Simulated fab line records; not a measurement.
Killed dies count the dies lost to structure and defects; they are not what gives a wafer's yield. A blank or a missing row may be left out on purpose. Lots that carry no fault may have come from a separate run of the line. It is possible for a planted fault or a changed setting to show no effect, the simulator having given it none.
2 desks, one fault || flow n5-finfet || each desk holds nothing but its own numbers, with what lay behind them at the end

## AT THE METROLOGY DESK
Lot by lot, what the gauges showed, no matter which tool ran the lot: averages of those sampled wafers that carry a number. The brackets show how far a lot's mean lies from the usual mean; more than 4 standard deviations puts the lot out of limits, marked OUT.
Columns: A = cd-nm at N5_BEOL_M15_CD_MEAS_10, usual 360.4 nm
{"lot": "L692", "first seen here": "day 11 06:01", "A": 361.7}
{"lot": "L694", "first seen here": "day 12 04:23", "A": 361.0}
{"lot": "L695", "first seen here": "day 12 07:55", "A": 359.0}
{"lot": "L696", "first seen here": "day 12 16:04", "A": 357.8}
{"lot": "L702", "first seen here": "day 14 08:48", "A": 359.3}
{"lot": "L705", "first seen here": "day 14 18:29", "A": 367.1}
{"lot": "L704", "first seen here": "day 14 18:49", "A": 365.1}
{"lot": "L706", "first seen here": "day 15 02:14", "A": 360.1}
{"lot": "L707", "first seen here": "day 15 12:13", "A": 358.9}
{"lot": "L711", "first seen here": "day 16 04:56", "A": 361.9}
{"lot": "L714", "first seen here": "day 17 03:56", "A": 361.7}
Finding of this desk: none of the 11 lots has anything out of limits.

## TOOL OWNER'S DESK, litho-track-05
The tool's own readings at N5_BEOL_M15_COAT_04 (resist thk 800 nm): means of the sampled wafers that have a number, for each lot that ran on this tool. The brackets show how far a lot's mean lies from the usual mean; more than 4 standard deviations puts the lot out of limits, marked OUT.
Columns: A = exhaust-pa at N5_BEOL_M15_COAT_04, usual 45.0 Pa; B = spin-speed-rpm at N5_BEOL_M15_COAT_04, usual 1704.1 rpm
{"lot": "L692", "first seen here": "day 11 05:37", "A": 45.0, "B": 1703.7}
{"lot": "L695", "first seen here": "day 12 07:38", "A": 44.8, "B": 1704.9}
{"lot": "L705", "first seen here": "day 14 18:13", "A": 44.7, "B": "2484.7 (+99 or more) OUT"}
{"lot": "L704", "first seen here": "day 14 18:33", "A": 44.0, "B": "2484.9 (+99 or more) OUT"}
This desk's finding: out of limits on L704, L705; first on L705, day 14 18:13 (spin-speed-rpm at N5_BEOL_M15_COAT_04). L692, L695: within limits.

## ALL TOGETHER
The tool owner's desk had the chance to raise an alarm at day 14 18:13 on L704, L705.
Metrology desk: nothing out of limits seen.
The metrology desk has L704, L705 on record, within its limits.
Of the lots named, all ran N5_BEOL_M15_COAT_04 on litho-track-05.

## WHAT HAD BEEN PUT IN BY THE SIMULATOR
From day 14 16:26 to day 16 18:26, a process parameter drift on litho-track-05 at N5_BEOL_M15_COAT_04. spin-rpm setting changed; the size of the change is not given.
Lots struck among those shown: L704, L705.
Time in hours from fault onset to the first out-of-limits reading at each desk: the tool owner's desk, 2.
